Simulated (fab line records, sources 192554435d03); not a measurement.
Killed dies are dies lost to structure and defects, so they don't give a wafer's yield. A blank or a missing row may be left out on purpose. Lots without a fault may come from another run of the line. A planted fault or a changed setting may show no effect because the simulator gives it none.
Which tool did it? | flow n5_finfet | 9 lots, 27 wafers sampled, at 3 steps of a route of 1938

WHAT THE GAUGES READ, wafer by wafer
N5_FIN_SAQP_CD_MEAS_16: target cd 35.6 nm.
lot  | measured    | on        | cd_nm (nm)
L592 | day 2 17:14 | cd_sem-01 | 36.4 36.1 36.5
L594 | day 3 04:06 | cd_sem-03 | 35.5 34.8 35.3
L596 | day 3 15:45 | cd_sem-02 | 35.7 35.4 35.3
L599 | day 4 10:25 | cd_sem-03 | 36.4 35.6 35.4
L600 | day 4 15:44 | cd_sem-01 | 35.6 35.6 35.3
L603 | day 5 11:22 | cd_sem-01 | 35.7 35.5 35.6
L605 | day 5 21:34 | cd_sem-01 | 27.8 28.9 34.0
L610 | day 7 04:14 | cd_sem-03 | 35.6 35.2 35.5
L611 | day 7 10:06 | cd_sem-01 | 35.5 35.2 35.5

WHICH TOOL RAN EACH LOT (tool, then ch and the chambers of the sampled wafers, then the start)
lot  | N5_PMOS_HMC_CHANNEL_EPI_ETCH_38 | N5_FIN_SAQP_EXPOSE_13
L592 | rie_si-03 ch 0,3, day 2 12:37   | arfi_scanner-02 ch 0, day 2 17:07
L594 | rie_si-05 ch 1,2,3, day 3 00:22 | arfi_scanner-01 ch 0, day 3 03:58
L596 | rie_si-03 ch 0,3, day 3 11:44   | arfi_scanner-02 ch 0, day 3 15:38
L599 | rie_si-05 ch 0,1,2, day 4 06:23 | arfi_scanner-01 ch 0, day 4 10:17
L600 | rie_si-04 ch 0,1,3, day 4 12:06 | arfi_scanner-01 ch 0, day 4 15:36
L603 | rie_si-04 ch 0,2,3, day 5 06:08 | arfi_scanner-02 ch 0, day 5 11:14
L605 | rie_si-04 ch 0,3, day 5 17:49   | arfi_scanner-01 ch 0, day 5 21:27
L610 | rie_si-05 ch 0,1,2, day 7 00:15 | arfi_scanner-03 ch 0, day 7 04:07
L611 | rie_si-03 ch 2,3, day 7 06:05   | arfi_scanner-03 ch 0, day 7 09:59
- N5_PMOS_HMC_CHANNEL_EPI_ETCH_38: etches SiO2 in CF4, target depth 1.5 nm.
- N5_FIN_SAQP_EXPOSE_13: exposes mask FIN CORE, target cd 35.6 nm.

THE ANSWER, worked out from the rows above alone
Rule: what is usual is taken from the lots themselves. Put in order of their means at a reading, lots are off if they are a third of the lots or fewer, leave a main group of 4 or more, and stand apart from it by a gap of 3 or more times the standard deviation of the main group's means; of several such gaps the widest counts. A main group whose means are all the same, to the digits that the tables above print for the reading, isn't used. A lot without any number at a reading at which 4 lots or more have one is off too. The other lots that the step has rows for count as sound.
Off: L605, at N5_FIN_SAQP_CD_MEAS_16 (cd_nm). The main group: mean 35.6 nm, standard deviation 0.32.
A tool fits if, at a process step before that reading, it ran every lot that is off, and no sound lot after the first of them. The gauges at N5_FIN_SAQP_CD_MEAS_16 are tried like those tools. Can't be told from this: 2 tools fit, rie_si-04 at N5_PMOS_HMC_CHANNEL_EPI_ETCH_38, arfi_scanner-01 at N5_FIN_SAQP_EXPOSE_13.

WHAT THE SIMULATOR HAD PUT IN
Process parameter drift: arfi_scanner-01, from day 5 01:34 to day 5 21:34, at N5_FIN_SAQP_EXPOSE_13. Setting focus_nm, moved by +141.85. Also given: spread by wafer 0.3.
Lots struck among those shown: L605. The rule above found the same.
